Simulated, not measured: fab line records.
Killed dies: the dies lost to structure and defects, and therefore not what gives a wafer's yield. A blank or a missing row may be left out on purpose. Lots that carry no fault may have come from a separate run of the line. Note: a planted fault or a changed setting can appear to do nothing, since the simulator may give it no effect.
Comparing a struck lot with a sound one / flow n5_finfet / 19 out of 1938 route steps
Sound: wafers L364.1, L364.3, L364.4. Wafers L363.1, L363.3, L363.6 were the ones struck. The cause is given at the end.
Order at every step that has rows: each side's tool, ch and its chambers, its first start. Under that, the readings that differ: sound wafers / struck wafers / difference of the means / sigmas: that difference in standard deviations of wafers without a fault.
alike: words and numbers the same on both sides, and readings whose means are apart by under 2 such deviations; not compared: readings that were withheld, readings missing a value for some wafer, numbers with overlapping values and no deviation given by the record, and bounds like >300 which may hide the same value.
A row with sigmas, a row that says differs or no value, or rows on one side alone: a step with any of these is where the two part. Non-overlapping numbers with no deviation appear without sigmas and do not part them. A reading that every wafer of one side lacks parts them only if that side has two wafers or more.

N5_BEOL_M15_DESCUM_33: chemistry O2, time 7.9 s.
  sound on rie_diel-02 ch 0,1,3, day 14 17:46; struck on rie_diel-02 ch 0,1,3, day 14 20:59
  alike: bias_power_w, drypump_motor_current_A, oes_product_au, rf_vpp_V, showerhead_plenum_p_Torr, throttle_valve_pct
  not compared: rf_hours_counter_h
N5_BEOL_M15_ETCH_61: etches BARC in N2/H2, target depth 89 nm, overetch 26.7 nm, time 67.9 s.
  sound on rie_diel-02 ch 0,1,3, day 14 17:49; struck on rie_diel-02 ch 0,1,3, day 14 21:01
  alike: drypump_motor_current_A, oes_product_au, rf_vpp_V, showerhead_plenum_p_Torr, throttle_valve_pct
  not compared: rf_hours_counter_h
then, 1 step without rows for these wafers: N5_BEOL_M15_TRENCH_ETCH_34 (etches SiO2 in C4F8/O2/Ar, target depth 872.93 nm, time 199 s).
N5_BEOL_M15_STRIP_36: strips in O2.
  sound on rie_diel-02 ch 0,1,2, day 14 18:13; struck on rie_diel-02 ch 0,1,2, day 14 22:42
  alike: drypump_motor_current_A, oes_product_au, rf_vpp_V, showerhead_plenum_p_Torr, throttle_valve_pct
  not compared: rf_hours_counter_h
N5_BEOL_M15_STRIP_62: strips in O2.
  sound on rie_diel-02 ch 0,1,2; struck on rie_diel-02 ch 0,1,2
  alike: drypump_motor_current_A, oes_product_au, rf_vpp_V, showerhead_plenum_p_Torr, throttle_valve_pct
  not compared: rf_hours_counter_h
then, 6 steps without rows for these wafers: N5_BEOL_M15_STRIP_37 (strips in O2); N5_BEOL_M15_ETCH_38 (etches SiCN in CF4/N2, target depth 106.4 nm, time 120.5 s); N5_BEOL_M15_PRECLEAN_39 (cleans in residue remover, time 60 s); N5_BEOL_M15_SRD_40 (time 30 s, dry time 30 s); N5_BEOL_M15_DEGAS_41 (time 60 s); N5_BEOL_M15_PRE_CLEAN_42 (time 30 s).
N5_BEOL_M15_SPUTTER_43: material TaN, target thk 15 nm, time 24.19 s.
  sound on pvd_sputter-01, day 14 19:05; struck on pvd_sputter-02, day 14 23:47
  alike: bias_v, throttle_valve_pct
N5_BEOL_M15_SPUTTER_44: material Ta, target thk 15 nm, time 24.19 s.
  sound on pvd_sputter-01, day 14 19:10; struck on pvd_sputter-02, day 14 23:55
  alike: bias_v, throttle_valve_pct
then, 3 steps without rows for these wafers: N5_BEOL_M15_SPUTTER_45 (material Cu, target thk 100 nm, time 16.67 s); N5_BEOL_M15_ECD_47 (material Cu, target thk 1860 nm); N5_BEOL_M15_ANNEAL_48 (time 90 s).
N5_BEOL_M15_CMP_49: polishes, stops on SiO2, t overpolish 4.9 s, target thk 850 nm.
  sound on cmp-04 ch 1,2,3, day 14 19:55; struck on cmp-04 ch 2,3, day 15 00:55
reading=barrier_field_endpoint_s (s); sound=11.4 11.5 11.3; struck=17.6 18.1 18.1; difference=+6.5; sigmas=+18
  alike: clearing_platen_down_force_psi, motor_current_A, overpolish_run_s, slurry_filter_dp_kPa
N5_BEOL_M15_THK_MEAS_50: measures by xrf.
  sound on film_metro-02, day 14 20:13; struck on film_metro-02, day 15 01:13
  alike: M15_THK
N5_PASSIVATION_PROBE_49:
  sound on prober-02, day 15 11:19; struck on prober-02, day 15 14:03
reading=killed_at_M0_to_M3; sound=33 40 19; struck=59 36 71; difference=+25; sigmas=+2
  alike: defect_limited_yield, killed_at_M4_up, killed_at_contacts, killed_at_front_end, killed_at_other, killed_dies, killed_open, killed_short, sort_bin_4_leakage, sort_bin_5_function, sort_bin_6_memory, sort_bin_8_speed, sort_n_pass, sort_yield_pct

WHERE THEY PART
First at N5_BEOL_M15_CMP_49; last, within this record, at N5_PASSIVATION_PROBE_49.

WHY: whatever the simulator had introduced
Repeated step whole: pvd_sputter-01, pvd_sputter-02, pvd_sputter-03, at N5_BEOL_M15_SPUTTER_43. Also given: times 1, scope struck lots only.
